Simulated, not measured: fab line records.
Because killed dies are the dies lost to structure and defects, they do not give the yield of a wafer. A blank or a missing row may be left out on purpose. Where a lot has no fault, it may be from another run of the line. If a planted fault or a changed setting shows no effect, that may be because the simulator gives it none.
The same fault as seen by 2 desks -- flow n5_finfet -- numbers are kept per desk, each desk with only its own; the story behind them comes last

== FROM THE METROLOGY DESK ==
Lot by lot, what the gauges showed, no matter which tool ran the lot: averages of those sampled wafers that carry a number. Marked OUT: a lot whose mean sits more than 4 standard deviations from the usual mean, which makes it out of limits; the brackets give that distance.
Columns: A = TV_OVL at N5_PASSIVATION_OVL_MEAS_60, usual 1 nm
lot,first seen here,A
L707,day 12 06:35,-5
L705,day 12 11:25,-4
L709,day 13 04:19,6
L710,day 13 14:39,-3
L712,day 14 00:37,-2
L714,day 14 06:40,-1
L713,day 14 08:50,-3
L715,day 14 20:06,-6
L719,day 15 18:47,5
L722,day 15 18:58,2
L726,day 17 06:16,-2
L727,day 17 20:39,8
This desk found nothing out of limits on any of the 12 lots.

== FOR THE TOOL OWNER'S DESK: rie_metal-02 ==
The tool's own readings at N5_BEOL_M1_HM_OPEN_17 (chemistry Cl2/BCl3, target TiN, target depth 20 nm, overetch 6 nm): means of the sampled wafers that have a number, for each lot that ran on this tool. Marked OUT: a lot whose mean sits more than 4 standard deviations from the usual mean, which makes it out of limits; the brackets give that distance.
Columns: A = drypump_motor_current_A at N5_BEOL_M1_HM_OPEN_17, usual 5.75 A; B = oes_product_au at N5_BEOL_M1_HM_OPEN_17, usual 0.65 a.u.; C = throttle_valve_pct at N5_BEOL_M1_HM_OPEN_17, usual 22.0 %
lot,first seen here,A,B,C
L705,day 6 08:07,5.86,0.80,21.4
L709,day 7 01:03,5.64,0.62,22.1
L712,day 8 03:04,5.88,0.79,21.4
L714,day 8 11:02,5.65,0.60,22.1
L715,day 8 16:20,5.70,0.65,21.9
This desk found nothing out of limits on any of the 5 lots.

== BROUGHT TOGETHER ==
Metrology desk: nothing out of limits seen.
The desk of the tool owner found nothing out of limits.

== WHAT THE SIMULATOR PUT IN ==
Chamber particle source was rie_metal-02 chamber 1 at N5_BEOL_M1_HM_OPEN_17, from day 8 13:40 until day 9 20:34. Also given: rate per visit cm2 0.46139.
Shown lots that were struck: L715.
